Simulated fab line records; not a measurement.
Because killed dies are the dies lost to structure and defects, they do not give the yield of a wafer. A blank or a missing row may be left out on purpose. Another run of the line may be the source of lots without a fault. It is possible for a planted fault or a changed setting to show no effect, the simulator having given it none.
Matching of chambers    flow n5Finfet    4 sister chambers for N5_BEOL_M2_STRIP_66 on rieDiel-02
The step strips in CF4. 4 wafers are shown with their chamber, then 11 later ones without.

== WAFERS, EACH WITH ITS CHAMBER ==
wafer   chamber  showerheadPlenumPTorr (Torr)
L085.6  3        1.76
L090.3  1        1.89
L090.5  2        1.85
L089.2  0        1.78

== WAFERS MISSING THEIR CHAMBER ==
wafer   showerheadPlenumPTorr (Torr)
L089.3  1.89
L089.5  1.78
L094.1  1.84
L094.3  1.76
L094.4  1.77
L095.2  1.84
L095.3  1.77
L095.4  1.88
L097.2  1.88
L097.3  1.84
L097.4  1.76

== THE CHAMBER EACH PASSED THROUGH ==
wafer   from the rows above      in truth
L089.3  1                        1
L089.5  0                        0
L094.1  2                        2
L094.3  3                        3
L094.4  can't be placed: 0 or 3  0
L095.2  2                        2
L095.3  can't be placed: 0 or 3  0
L095.4  1                        1
L097.2  1                        1
L097.3  2                        2
L097.4  3                        3
Correctly placed: 9 of 11. Can't be placed from these rows: 2 (the true chamber is among the candidates in 2). Placed wrongly: 0.
How it was worked out, from the rows above alone: a wafer's distance from a chamber is the root of the sum, over the readings, of the square of ((its reading less the chamber's mean) divided by the reading's scatter). The wafer belongs to the nearest chamber; if the next one is less than 2 further off, it can't be placed. A chamber's mean is the mean of its shown wafers. The scatter: with one shown wafer a chamber, the root of the mean of the squares of how far each hidden wafer lies from its nearest shown one.
